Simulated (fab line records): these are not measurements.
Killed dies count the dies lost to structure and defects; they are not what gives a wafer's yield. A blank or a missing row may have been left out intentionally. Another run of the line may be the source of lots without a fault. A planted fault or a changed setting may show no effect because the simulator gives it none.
Which of the tools did it? ; flow nand_harc ; Sampling: 14 lots, 42 wafers, 5 of 1159 route steps

WHAT EACH GAUGE READ, for each wafer
NHARC_A_BONDPAD_OVL_MEAS_35.
lot;measured;on;overlay_x_nm (nm);overlay_y_nm (nm)
L518;day 17 23:13;overlay-02;-3 -3 -2;-3 -3 -2
L520;day 18 01:11;overlay-02;5 6 6;-1 -2 -2
L519;day 18 01:34;overlay-01;2 2 2;2 2 2
L521;day 18 04:26;overlay-02;-6 -7 -6;3 3 3
L523;day 18 10:07;overlay-01;9 8 9;2 3 3
L522;day 18 21:58;overlay-02;6 5 5;6 6 6
L524;day 19 02:46;overlay-02;3 2 2;-1 -1 -1
L525;day 19 13:21;overlay-01;-1 -1 -2;-5 -6 -5
L528;day 20 08:41;overlay-01;-7 -8 -7;6 6 6
L529;day 21 03:42;overlay-01;2 2 2;0 0 0
L534;day 22 01:44;overlay-01;-3 -4 -4;3 3 3
L537;day 22 12:17;overlay-01;-2 -2 -2;0 0 0
L538;day 22 19:11;overlay-01;9 9 9;13 13 13
L541;day 23 11:55;overlay-02;7 7 6;11 12 11

NHARC_THIN_TSV_THK_MEAS_02: measures by ir.
lot;measured;on;thk_nm (nm)
L518;day 18 20:43;film_metro-02;2934 2931 2900
L520;day 18 19:31;film_metro-02;3030 2899 2813
L519;day 18 23:08;film_metro-02;3173 3276 2926
L521;day 18 21:56;film_metro-01;3161 2703 2761
L523;day 19 03:52;film_metro-01;3172 3087 3205
L522;day 19 15:38;film_metro-02;2773 2527 2971
L524;day 19 16:51;film_metro-01;2964 3244 3223
L525;day 20 03:26;film_metro-01;3024 2648 2864
L528;day 20 23:02;film_metro-02;3255 3083 2954
L529;day 21 22:15;film_metro-02;2879 3168 3208
L534;day 22 14:53;film_metro-02;3029 3135 3254
L537;day 23 03:34;film_metro-02;2752 2566 2614
L538;day 23 11:40;film_metro-01;3147 2807 2896
L541;day 24 02:05;film_metro-01;3216 3273 2865

NHARC_END_SORT_01.
lot;measured;on;killed_at_array;killed_at_other;killed_at_periphery;killed_dies;killed_open;killed_short
L529;day 22 13:45;prober-02;109 24 36;1 2 4;3 3 4;113 29 44;2 3 3;1 1 1
L534;day 23 06:01;prober-02;31 107 30;0 2 2;3 2 3;34 111 35;2 3 3;4 2 1

WHICH TOOL RAN EACH LOT (tool, then ch and the chambers of the sampled wafers, then the start)
lot;NHARC_A_CONTACT_ETCH_137;NHARC_HYBRID_BOND_ACTIVATE_00
L518;har_cap_etch-01 ch 0,1, day 17 00:04;rie_diel-12 ch 0,2, day 18 02:04
L520;har_cap_etch-02 ch 0, day 17 01:30;rie_diel-12 ch 0,2, day 18 03:59
L519;har_cap_etch-03 ch 0,1, day 17 02:51;rie_diel-05 ch 0,1, day 18 04:27
L521;har_cap_etch-01 ch 0,1, day 17 11:16;rie_diel-12 ch 1,2, day 18 07:13
L523;har_cap_etch-02 ch 0,1, day 17 17:41;rie_diel-05 ch 1,2,3, day 18 12:58
L522;har_cap_etch-01 ch 0,1, day 17 23:05;rie_diel-12 ch 0,1,3, day 19 00:46
L524;har_cap_etch-02 ch 0,1, day 18 03:56;rie_diel-05 ch 0,1,3, day 19 05:41
L525;har_cap_etch-02 ch 0, day 18 15:32;rie_diel-12 ch 0,2,3, day 19 16:06
L528;har_cap_etch-02 ch 0,1, day 19 07:59;rie_diel-12 ch 0,1,3, day 20 11:37
L529;har_cap_etch-02 ch 0,1, day 20 10:11;rie_diel-12 ch 1,2,3, day 21 06:41
L534;har_cap_etch-02 ch 0,1, day 20 22:06;rie_diel-06 ch 1,2,3, day 22 04:31
L537;har_cap_etch-01 ch 0,1, day 21 14:43;rie_diel-12 ch 1,2,3, day 22 15:04
L538;har_cap_etch-01 ch 0,1, day 21 22:51;rie_diel-12 ch 0,3, day 22 21:58
L541;har_cap_etch-01 ch 0,1, day 22 15:59;rie_diel-12 ch 1,2,3, day 23 14:46
- NHARC_A_CONTACT_ETCH_137: etches the open film in C4F8/O2/Ar, time 132 s, target depth 1287 nm.
- NHARC_HYBRID_BOND_ACTIVATE_00: chemistry N2, time 60 s.

WHAT THE TOOLS THEMSELVES READ (means of the sampled wafers that have a number; where no wafer has one, the mark that the record gives instead)
NHARC_HYBRID_BOND_ACTIVATE_00.
lot;tool;drypump_motor_current_A (A);oes_product_au (a.u.);rf_vpp_V (V);showerhead_plenum_p_Torr (Torr)
L518;rie_diel-12;6.0;0.990;64.2;1.79
L520;rie_diel-12;5.8;0.999;63.6;1.72
L519;rie_diel-05;5.7;0.994;63.9;1.65
L521;rie_diel-12;5.8;0.998;64.1;1.81
L523;rie_diel-05;5.6;0.996;63.6;1.76
L522;rie_diel-12;5.3;1.000;63.6;1.68
L524;rie_diel-05;5.7;1.000;64.4;1.73
L525;rie_diel-12;5.6;0.998;63.4;1.73
L528;rie_diel-12;5.3;1.002;64.1;1.68
L529;rie_diel-12;5.4;0.996;63.9;1.75
L534;rie_diel-06;5.9;0.997;63.5;1.69
L537;rie_diel-12;5.4;0.992;64.9;1.75
L538;rie_diel-12;5.2;0.990;63.7;1.68
L541;rie_diel-12;5.5;0.987;64.3;1.75

THE ANSWER, worked out from the rows above alone
Rule: what is usual is taken from the lots themselves. The widest of any qualifying gaps counts: lots, ordered by their means at a reading, are off when they make up no more than a third of the lots, leave a main group of 4 or more, and stand apart from it by 3 or more times the standard deviation of that group's means. A main group whose means are all the same, to the digits that the tables above print for the reading, isn't used. A lot without any number at a reading at which 4 lots or more have one is off too. The other lots that the step has rows for count as sound. Order of review: gauges by route order, followed by the tools' own readings, for which a lot's mean as printed above is used. At the first step where some lot is off, the reading lying furthest off is the one used; lots without a number count as furthest.
Nothing can be told from this: no lot is off at any reading shown.

WHAT HAD BEEN PUT IN BY THE SIMULATOR
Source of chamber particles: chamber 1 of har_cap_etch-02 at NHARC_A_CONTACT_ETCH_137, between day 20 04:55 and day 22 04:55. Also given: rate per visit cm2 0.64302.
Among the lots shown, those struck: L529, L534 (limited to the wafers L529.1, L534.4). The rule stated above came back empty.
